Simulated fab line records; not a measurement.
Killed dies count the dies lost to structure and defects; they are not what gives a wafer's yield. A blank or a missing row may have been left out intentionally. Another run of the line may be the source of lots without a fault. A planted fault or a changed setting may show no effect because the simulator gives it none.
fab line records -- flow nandHarc
record lots=7, wafers=21, lastDay=32
route steps=1302 shown P_GATE@185
lots with no fault: from the same line, run without faults
startH: the number of hours between the record's first day and the start of the first shown wafer of the lot -- waitH: how many hours have passed since the lot's step before this one -- " as in the row above -- L1.1+2: a single row standing in for several wafers -- - no value, or no start was given -- * or withheld: withheld -- < > ~ a bound
route shown NAME@n: NAME is a module with steps in the file, n the number in the route of the first one -- usual: mean and standard deviation over wafers with no fault -- same: alike in all rows -- chamber/n: place in a boat -- sites: per-site readings -- _std_site: the standard deviation of these -- _edge_site: outer sites' mean less inner sites' -- radiusMm: how far each site lies from the wafer's centre -- mask NAME#n: copy n -- behind: the tool/chamber that last shaped the wafer -- hold: why the lot went on hold/how many hours it stayed there/how the hold came to an end -- device: names the non-switching transistor (n, p or np) -- end of line: at the end of the route, the tests of the same wafers -- a step without rows: its recipe alone -- killed: the dies lost at the first sort to structure and to defects; this is not the yield of the wafer -- map: a wafer's dies, x killed, . not, _ none there
set.NAME: the run value of the setting; set.NAME@STEP: its run value at that earlier step -- model.NAME: the simulator's own value behind a step, which no gauge read
certain route steps with their lots: each step a table, each wafer a row
services: the hour from which a tool's chamber was out of use, counted from the record's first day as startH (under 0 if before that day), plus the number of hours and why
## steps
# step NHARC_P_GATE_CD_MEAS_59
# recipe targetCdNm=720, landingEnergyEv=500
# usual cdNm=719.9/1.8
lot.wafer,tool,chamber,startH,waitH,cdNm
L457.1,cdSem-03,0,155.17,-,721.5
L457.4,cdSem-03,0,155.17,-,720.3
L457.5,cdSem-03,0,155.17,-,720.7
L456.1,cdSem-01,0,155.48,-,720.4
L456.3,cdSem-01,0,155.48,-,719.2
L456.4,cdSem-01,0,155.48,-,718.7
L460.1,cdSem-01,0,194.78,-,718.2
L460.4,cdSem-01,0,194.78,-,719.0
L460.5,cdSem-01,0,194.78,-,721.6
L464.3,cdSem-02,0,238.08,-,721.0
L464.4,cdSem-02,0,238.08,-,721.4
L464.6,cdSem-02,0,238.08,-,720.6
L466.2,cdSem-02,0,258.71,-,719.7
L466.3,cdSem-02,0,258.71,-,722.5
L466.4,cdSem-02,0,258.71,-,720.5
L471.2,cdSem-02,0,302.03,-,723.8
L471.5,cdSem-02,0,302.03,-,723.2
L471.6,cdSem-02,0,302.03,-,720.8
L473.2,cdSem-02,0,324.43,-,720.2
L473.3,cdSem-02,0,324.43,-,717.9
L473.6,cdSem-02,0,324.43,-,721.1
# step NHARC_P_GATE_HARDBAKE_60
# recipe tempC=125, timeS=80
# step NHARC_P_GATE_DESCUM_61
# recipe timeS=3, o2FlowSccm=200, arFlowSccm=0, biasPowerW=0, chemistry=O2
# usual chamberPressureMTorr=60.00/0.048, drypumpMotorCurrentA=6.1/0.55, oesProductAu=0.998/0.01, rfVppV=57.9/0.85, showerheadPlenumPTorr=1.92/0.073, throttleValvePct=11.312/0.009
# same biasPowerW=0
lot.wafer,tool,chamber,startH,waitH,chamberPressureMTorr,drypumpMotorCurrentA,oesProductAu,rfHoursCounterH,rfVppV,showerheadPlenumPTorr,throttleValvePct
L457.1,rieDiel-08,2,155.33,-,60.04,5.8,1.011,7.7,58.6,2.04,11.310
L457.4,rieDiel-08,0,155.33,-,60.02,6.3,1.007,8.6,57.6,1.87,11.314
L457.5,rieDiel-08,2,155.33,-,59.90,5.8,1.011,-,57.1,2.04,11.314
L456.3,rieDiel-08,0,155.64,-,60.00,6.3,1.005,8.6,58.1,1.87,11.317
L456.4,rieDiel-08,1,155.64,-,60.01,5.4,0.989,8.6,58.0,1.91,11.319
L456.1,rieDiel-08,2,155.64,-,59.93,5.7,0.998,7.7,58.3,2.04,11.318
L460.1,rieDiel-04,0,194.94,-,60.09,6.5,0.983,0.6,59.4,2.00,11.309
L460.4,rieDiel-04,2,194.94,-,59.96,6.8,1.010,1.1,57.5,1.86,11.319
L460.5,rieDiel-04,0,194.94,-,59.94,6.5,0.989,-,57.7,2.00,11.307
L464.4,rieDiel-08,1,238.24,-,60.00,5.4,0.991,2.8,58.2,1.91,11.329
L464.3,rieDiel-08,3,238.24,-,60.05,6.6,1.010,3.0,58.2,1.86,11.322
L464.6,rieDiel-08,2,238.24,-,59.99,5.8,0.979,-,59.7,2.04,11.310
L466.4,rieDiel-04,2,258.88,-,60.05,6.7,1.023,3.3,57.5,1.86,11.306
L466.3,rieDiel-04,3,258.88,-,60.01,5.4,0.982,5.6,58.5,1.90,11.316
L466.2,rieDiel-04,0,258.88,-,60.05,6.5,0.994,5.1,57.3,2.00,11.308
L471.2,rieDiel-08,1,302.21,-,59.98,5.4,0.996,5.8,59.6,1.91,11.303
L471.5,rieDiel-08,3,302.21,-,59.93,6.6,1.013,-,56.8,1.86,11.313
L471.6,rieDiel-08,0,302.21,-,59.99,6.3,1.001,-,56.9,1.87,11.309
L473.3,rieDiel-08,1,324.60,-,59.97,5.4,0.997,6.0,58.1,1.91,11.306
L473.2,rieDiel-08,3,324.60,-,60.00,6.5,1.016,7.5,57.7,1.86,11.330
L473.6,rieDiel-08,1,324.60,-,59.98,5.4,0.996,-,57.9,1.91,11.316
# step NHARC_P_GATE_IMPLANT_62
# recipe energyKev=20, doseCm2=3e+15, tiltDeg=7
# step NHARC_P_GATE_STRIP_112
# recipe powerW=1500, tempC=110, timeS=200, chemistry=N2/H2
# usual drypumpMotorCurrentA=5.8/0.35, heaterPowerW=97/6.1
lot.wafer,tool,chamber,startH,waitH,drypumpMotorCurrentA,heaterPowerW,rfHoursCounterH
L457.1,plasmaAsher-02,1,155.70,0.2,5.9,99,14
L457.4,plasmaAsher-02,0,155.70,0.2,6.0,92,-
L457.5,plasmaAsher-02,0,155.70,0.2,6.0,95,-
L456.1,plasmaAsher-01,0,156.01,0.2,6.0,90,33
L456.3,plasmaAsher-01,0,156.01,0.2,6.0,92,-
L456.4,plasmaAsher-01,1,156.01,0.2,5.1,98,-
L460.1,plasmaAsher-02,0,195.31,0.2,6.0,92,23
L460.4,plasmaAsher-02,1,195.31,0.2,5.9,97,-
L460.5,plasmaAsher-02,1,195.31,0.2,5.9,103,-
L464.3,plasmaAsher-02,0,238.69,0.2,6.0,92,-
L464.4,plasmaAsher-02,1,238.69,0.2,5.9,96,-
L464.6,plasmaAsher-02,1,238.69,0.2,5.9,99,-
L466.2,plasmaAsher-02,1,259.28,0.2,5.9,107,0
L466.4,plasmaAsher-02,0,259.28,0.2,6.0,102,-
L466.3,plasmaAsher-02,1,259.28,0.2,5.9,105,-
L471.2,plasmaAsher-01,0,302.56,0.2,6.0,85,27
L471.5,plasmaAsher-01,0,302.56,0.2,6.0,86,-
L471.6,plasmaAsher-01,1,302.56,0.2,5.1,102,-
L473.2,plasmaAsher-01,0,324.96,0.2,6.0,85,31
L473.3,plasmaAsher-01,1,324.96,0.2,5.1,104,-
L473.6,plasmaAsher-01,0,324.96,0.2,6.0,86,-
# step NHARC_P_GATE_STRIP_76
# recipe powerW=1500, tempC=250, chemistry=O2
# usual drypumpMotorCurrentA=5.8/0.35, heaterPowerW=366/24
lot.wafer,tool,chamber,startH,waitH,drypumpMotorCurrentA,heaterPowerW,rfHoursCounterH
L457.1,plasmaAsher-02,1,155.96,0.2,5.9,380,15
L457.4,plasmaAsher-02,0,155.96,0.2,6.0,348,-
L457.5,plasmaAsher-02,0,155.96,0.2,6.0,349,-
L456.1,plasmaAsher-01,0,156.27,0.2,6.0,347,33
L456.3,plasmaAsher-01,0,156.27,0.2,6.0,352,-
L456.4,plasmaAsher-01,1,156.27,0.2,5.1,382,-
L460.1,plasmaAsher-02,0,195.57,0.2,6.0,347,24
L460.4,plasmaAsher-02,1,195.57,0.2,5.9,360,-
L460.5,plasmaAsher-02,1,195.57,0.2,5.9,376,-
L464.3,plasmaAsher-02,0,238.89,0.2,6.0,348,-
L464.4,plasmaAsher-02,1,238.89,0.2,5.9,370,-
L464.6,plasmaAsher-02,1,238.89,0.2,5.9,370,-
L466.2,plasmaAsher-02,1,259.51,0.2,5.9,392,1
L466.4,plasmaAsher-02,0,259.51,0.2,6.0,372,-
L466.3,plasmaAsher-02,1,259.51,0.2,5.9,390,-
L471.2,plasmaAsher-01,0,302.81,0.2,6.0,321,27
L471.5,plasmaAsher-01,0,302.81,0.2,6.0,324,-
L471.6,plasmaAsher-01,1,302.81,0.2,5.1,384,-
L473.2,plasmaAsher-01,0,325.22,0.2,6.0,318,31
L473.3,plasmaAsher-01,1,325.22,0.2,5.1,394,-
L473.6,plasmaAsher-01,0,325.22,0.2,6.0,310,-
# step NHARC_P_GATE_STRIP_63
# recipe timeS=900, tempC=130, chemistry=SPM
# step NHARC_P_GATE_DEHYDRATE_83
# recipe tempC=150, timeS=120
# step NHARC_P_GATE_HMDS_84
# recipe timeS=30
# step NHARC_P_GATE_COAT_85
# recipe spinRpm=3000
# step NHARC_P_GATE_SOFTBAKE_86
# recipe tempC=122, timeS=95
# step NHARC_P_GATE_EBR_87
# step NHARC_P_GATE_EXPOSE_88
# recipe na=0.6, targetCdNm=2000, doseMj=11.87, maskId=P_HVN
# usual exposureDoseMJCm2=11.870/0.011
lot.wafer,tool,chamber,startH,waitH,mask,exposureDoseMJCm2
L457.1,krfScanner-03,0,156.60,-,P_HVN#0,11.873
L457.4,krfScanner-03,0,156.60,-,P_HVN#0,11.860
L457.5,krfScanner-03,0,156.60,-,P_HVN#0,11.854
L456.1,krfScanner-01,0,157.03,-,P_HVN#0,11.860
L456.3,krfScanner-01,0,157.03,-,P_HVN#0,11.863
L456.4,krfScanner-01,0,157.03,-,P_HVN#0,11.867
L460.1,krfScanner-01,0,196.20,-,P_HVN#0,16.123
L460.4,krfScanner-01,0,196.20,-,P_HVN#0,16.109
L460.5,krfScanner-01,0,196.20,-,P_HVN#0,16.120
L464.3,krfScanner-01,0,239.64,-,P_HVN#0,16.119
L464.4,krfScanner-01,0,239.64,-,P_HVN#0,16.117
L464.6,krfScanner-01,0,239.64,-,P_HVN#0,16.138
L466.2,krfScanner-01,0,260.27,-,P_HVN#0,16.123
L466.3,krfScanner-01,0,260.27,-,P_HVN#0,16.137
L466.4,krfScanner-01,0,260.27,-,P_HVN#0,16.133
L471.2,krfScanner-04,0,303.59,-,P_HVN#0,11.854
L471.5,krfScanner-04,0,303.59,-,P_HVN#0,11.859
L471.6,krfScanner-04,0,303.59,-,P_HVN#0,11.849
L473.2,krfScanner-03,0,325.99,-,P_HVN#0,11.857
L473.3,krfScanner-03,0,325.99,-,P_HVN#0,11.858
L473.6,krfScanner-03,0,325.99,-,P_HVN#0,11.881
# step NHARC_P_GATE_PEB_89
# recipe pebTempC=118, pebTimeS=85
# step NHARC_P_GATE_DEVELOP_90
# recipe timeS=70
# step NHARC_P_GATE_CD_MEAS_91
# recipe targetCdNm=2000, landingEnergyEv=500
# usual cdNm=1999.7/1.8
lot.wafer,tool,chamber,startH,waitH,cdNm
L457.1,cdSem-03,0,156.75,-,1997.3
L457.4,cdSem-03,0,156.75,-,1997.7
L457.5,cdSem-03,0,156.75,-,1998.1
L456.1,cdSem-02,0,157.19,-,1999.8
L456.3,cdSem-02,0,157.19,-,2001.7
L456.4,cdSem-02,0,157.19,-,1999.5
L460.1,cdSem-01,0,196.36,-,2053.7
L460.4,cdSem-01,0,196.36,-,2053.8
L460.5,cdSem-01,0,196.36,-,2054.4
L464.3,cdSem-02,0,239.79,-,2052.2
L464.4,cdSem-02,0,239.79,-,2054.9
L464.6,cdSem-02,0,239.79,-,2055.2
L466.2,cdSem-03,0,260.44,-,2050.6
L466.3,cdSem-03,0,260.44,-,2051.6
L466.4,cdSem-03,0,260.44,-,2052.8
L471.2,cdSem-01,0,303.75,-,2001.7
L471.5,cdSem-01,0,303.75,-,1998.7
L471.6,cdSem-01,0,303.75,-,1997.7
L473.2,cdSem-02,0,326.14,-,2002.1
L473.3,cdSem-02,0,326.14,-,1997.6
L473.6,cdSem-02,0,326.14,-,1997.1
# step NHARC_P_GATE_HARDBAKE_92
# recipe tempC=125, timeS=80
# step NHARC_P_GATE_DESCUM_93
# recipe timeS=3, o2FlowSccm=200, arFlowSccm=0, biasPowerW=0, chemistry=O2
# usual chamberPressureMTorr=60.00/0.061, drypumpMotorCurrentA=6.1/0.52, oesProductAu=0.998/0.01, rfVppV=57.8/0.91, showerheadPlenumPTorr=1.92/0.073, throttleValvePct=11.311/0.0088
# same biasPowerW=0
lot.wafer,tool,chamber,startH,waitH,chamberPressureMTorr,drypumpMotorCurrentA,oesProductAu,rfHoursCounterH,rfVppV,showerheadPlenumPTorr,throttleValvePct,model.P_GATE.cdNm
L457.1,rieDiel-08,0,156.91,-,60.01,6.3,1.006,8.6,56.9,1.87,11.304,1997
L457.4,rieDiel-08,1,156.91,-,60.04,5.4,0.994,8.6,57.7,1.91,11.305,1997
L457.5,rieDiel-08,1,156.91,-,60.01,5.4,0.987,-,57.7,1.91,11.314,1998
L456.3,rieDiel-08,1,157.35,-,60.03,5.4,0.985,8.6,59.2,1.91,11.317,2001
L456.1,rieDiel-08,3,157.35,-,59.87,6.6,0.995,8.0,58.5,1.87,11.319,2000
L456.4,rieDiel-08,0,157.35,-,59.97,6.4,0.994,8.6,56.3,1.87,11.316,2000
L460.1,rieDiel-01,3,196.53,-,59.97,5.6,0.989,6.0,58.4,1.98,11.303,2054
L460.4,rieDiel-01,0,196.53,-,60.00,5.8,0.994,6.4,57.1,1.81,11.318,2054
L460.5,rieDiel-01,2,196.53,-,59.97,6.8,0.991,-,56.6,1.91,11.315,2055
L464.3,rieDiel-08,2,239.95,-,59.91,5.8,0.992,3.0,57.1,2.04,11.309,2053
L464.4,rieDiel-08,1,239.95,-,60.00,5.4,0.986,2.8,57.6,1.91,11.301,2055
L464.6,rieDiel-08,3,239.95,-,60.11,6.6,1.008,-,60.1,1.86,11.309,2055
L466.3,rieDiel-04,2,260.60,-,59.88,6.8,1.025,3.3,57.2,1.86,11.323,2052
L466.2,rieDiel-04,3,260.60,-,59.90,5.4,0.985,5.6,57.3,1.90,11.310,2051
L466.4,rieDiel-04,1,260.60,-,59.97,6.7,0.998,1.6,57.8,1.90,11.304,2053
L471.2,rieDiel-08,2,303.95,-,59.92,5.8,0.997,6.6,56.8,2.04,11.300,2003
L471.6,rieDiel-08,3,303.95,-,60.02,6.6,1.005,-,58.0,1.86,11.306,1998
L471.5,rieDiel-08,0,303.95,-,60.11,6.3,0.993,-,57.6,1.87,11.303,2000
L473.2,rieDiel-04,2,326.30,-,59.99,6.7,1.018,7.3,57.6,1.86,11.325,2002
L473.3,rieDiel-04,1,326.30,-,59.93,6.7,1.003,6.2,59.7,1.90,11.303,1997
L473.6,rieDiel-04,3,326.30,-,59.92,5.4,0.992,-,58.2,1.90,11.317,1997
# step NHARC_P_GATE_IMPLANT_94
# recipe energyKev=60, doseCm2=2e+15, tiltDeg=7
## services
tool,chamber,startH,hours,kind
krfScanner-01,-,140.00,4.0,pm
krfScanner-04,-,142.58,0.4,repair
rieDiel-08,0,145.44,-,clean
plasmaAsher-01,-,165.23,9.0,pm
rieDiel-04,-,172.79,0.4,repair
rieDiel-04,-,177.90,9.0,pm
krfScanner-04,-,182.00,4.0,pm
rieDiel-08,-,184.75,0.2,repair
plasmaAsher-01,-,186.83,0.4,repair
rieDiel-08,-,190.94,9.0,pm
rieDiel-04,2,199.54,7.2,repair
rieDiel-01,-,203.80,9.0,pm
rieDiel-04,1,204.66,47.6,repair
rieDiel-04,2,218.29,6.9,repair
krfScanner-03,-,224.00,4.0,pm
krfScanner-04,-,238.85,0.9,repair
rieDiel-01,1,245.66,4.3,repair
rieDiel-08,-,248.43,4.3,repair
plasmaAsher-02,-,249.05,9.0,pm
rieDiel-08,0,295.66,2.7,repair
rieDiel-08,1,308.39,10.7,repair
krfScanner-01,-,312.00,4.0,pm
rieDiel-01,2,318.71,13.5,repair
krfScanner-04,-,324.83,1.1,repair
## key
firstSign step=NHARC_P_GATE_EXPOSE_88, reading=exposureDoseMJCm2, direction=up, sigmas=99+, usual=11.870, struck=16.125
effect step=NHARC_P_GATE_CD_MEAS_91, reading=cdNm, direction=up, sigmas=30, usual=1999.7, struck=2053.2
modelEffect step=NHARC_P_GATE_DESCUM_93, value=P_GATE.cdNm, without=2001, struck=2054
metAt NHARC_P_GATE_EXPOSE_88
struckWafers L460.1,L460.4,L460.5,L464.3,L464.4,L464.6,L466.2,L466.3,L466.4
testerLeftOut L460,L464,L466
onsetBetween 157.03 196.20
fault kind=processParameterDrift, tool=krfScanner-01, chamber=-, onsetH=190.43, steps=NHARC_P_GATE_EXPOSE_88, channel=doseMj, offset=4.2588, shape=step, actsIn=theseRecipesOnly, stated=11.87
# testerLeftOut: of these lots the tester's yield and bins aren't shown, on N5 and GAA mostly nor the transistor test; their killed dies are dies lost to structure and defects alone, not to doping, threshold or leakage, so they don't give the yield
